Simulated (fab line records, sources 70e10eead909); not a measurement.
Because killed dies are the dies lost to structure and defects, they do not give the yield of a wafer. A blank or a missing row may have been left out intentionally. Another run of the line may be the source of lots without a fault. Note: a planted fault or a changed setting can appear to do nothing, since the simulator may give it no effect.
The tool behind it: which one?    flow nand-harc    at 1 step of a route of 1159, 12 lots with 36 wafers sampled

WHAT THE GAUGES READ, wafer by wafer
NHARC_A_CHANNEL_HOLE_D1_CD_MEAS_30.
lot   measured      on         cd-nm (nm)
L075  day 8 20:39   cd-sem-02  90.1 90.7 90.8
L077  day 9 03:42   cd-sem-03  92.8 93.6 92.2
L080  day 10 00:15  cd-sem-02  90.4 91.4 90.2
L082  day 10 09:21  cd-sem-01  90.4 90.3 90.1
L084  day 10 19:57  cd-sem-02  90.1 87.4 90.9
L087  day 11 15:10  cd-sem-02  89.3 88.9 88.7
L086  day 11 19:46  cd-sem-02  90.4 90.6 87.3
L090  day 12 10:51  cd-sem-01  90.6 88.4 89.3
L091  day 12 15:09  cd-sem-01  92.0 91.5 89.5
L093  day 13 09:08  cd-sem-01  91.4 90.5 89.9
L096  day 13 22:24  cd-sem-01  91.4 91.0 93.8
L095  day 14 06:44  cd-sem-01  91.4 91.4 87.8

WHICH TOOL RAN EACH LOT (tool, then ch and the chambers of the sampled wafers, then the start)
Before these readings, the record contains no process step.

THE ANSWER, worked out from the rows above alone
Rule: usual is defined by the lots themselves. Put in order of their means at a reading, lots are off if they are a third of the lots or fewer, leave a main group of 4 or more, and stand apart from it by a gap of 3 or more times the standard deviation of the main group's means; of several such gaps the widest counts. If all means in a main group match to the digits the tables above print for the reading, that group is not used. A lot without any number at a reading at which 4 lots or more have one is off too. All remaining lots with rows at the step are treated as sound.
No lot is off on any of the readings shown, so nothing can be concluded from this.

WHAT THE SIMULATOR PUT IN
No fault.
